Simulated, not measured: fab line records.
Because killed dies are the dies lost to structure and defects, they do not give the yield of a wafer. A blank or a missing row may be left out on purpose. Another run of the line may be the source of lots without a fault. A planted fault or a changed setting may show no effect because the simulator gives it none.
3 desks, one fault -- flow n5 finfet -- each desk holds nothing but its own numbers, with what lay behind them at the end

## TOOL OWNER'S DESK, arfi scanner-03
The tool's own readings at N5_BEOL_M6_EXPOSE_08 (exposes mask M6): means of the sampled wafers that have a number, for each lot that ran on this tool. Any lot whose mean is over 4 standard deviations away from the usual mean is out of limits and marked OUT; that distance is given in the brackets.
Columns: A = exposure dose mJ cm2 at N5_BEOL_M6_EXPOSE_08, usual 68.21
lot,first seen here,A
L905,day 9 10:26,68.12
L913,day 12 09:05,68.17
This desk's finding: nothing out of limits on any of the 2 lots.

## THE DEFECT DESK
Inspection counts along the route, by lot: the mean over sampled wafers that carry a number. Any lot whose mean is over 4 standard deviations away from the usual mean is out of limits and marked OUT; that distance is given in the brackets.
Columns: A = raw defect count at N5_BEOL_M5_INSPECT_58, usual 72; B = raw defect count at N5_BEOL_M6_INSPECT_13, usual 430
lot,first seen here,A,B
L904,day 9 08:06,91,562
L905,day 9 08:12,58,487
L913,day 12 06:21,46,388
L922,day 14 12:29,111,558
L923,day 14 15:08,65,401
This desk's finding: nothing out of limits on any of the 5 lots.

## FROM THE METROLOGY DESK
Means of the sampled wafers that have a number, per lot and without regard to the tool the lot ran on: this is what the gauges read. Any lot whose mean is over 4 standard deviations away from the usual mean is out of limits and marked OUT; that distance is given in the brackets.
Columns: A = M5_RS at N5_BEOL_M5_RS_MEAS_57, usual 0.383 ohm/sq; B = M6_ILD_THK at N5_BEOL_M6_THK_MEAS_01, usual 155.2 nm; C = cd nm at N5_BEOL_M6_CD_MEAS_11, usual 38.2 nm; D = M6_OVL at N5_BEOL_M6_OVL_MEAS_12, usual 0.2 nm
lot,first seen here,A,B,C,D
L904,day 9 08:04,0.377,156.5,38.1,1.0
L905,day 9 08:11,0.370,152.3,38.1,-0.5
L913,day 12 06:19,0.366,157.8,38.3,0.9
L922,day 14 12:27,0.381,154.3,38.5,0.1
L923,day 14 15:06,0.410,157.9,38.0,0.1
This desk's finding: nothing out of limits on any of the 5 lots.

## ALL TOGETHER
The tool owner's desk saw nothing out of limits.
Nothing out of limits was seen by the defect desk.
Nothing out of limits was seen by the metrology desk.

## WHAT WAS PUT IN BY THE SIMULATOR
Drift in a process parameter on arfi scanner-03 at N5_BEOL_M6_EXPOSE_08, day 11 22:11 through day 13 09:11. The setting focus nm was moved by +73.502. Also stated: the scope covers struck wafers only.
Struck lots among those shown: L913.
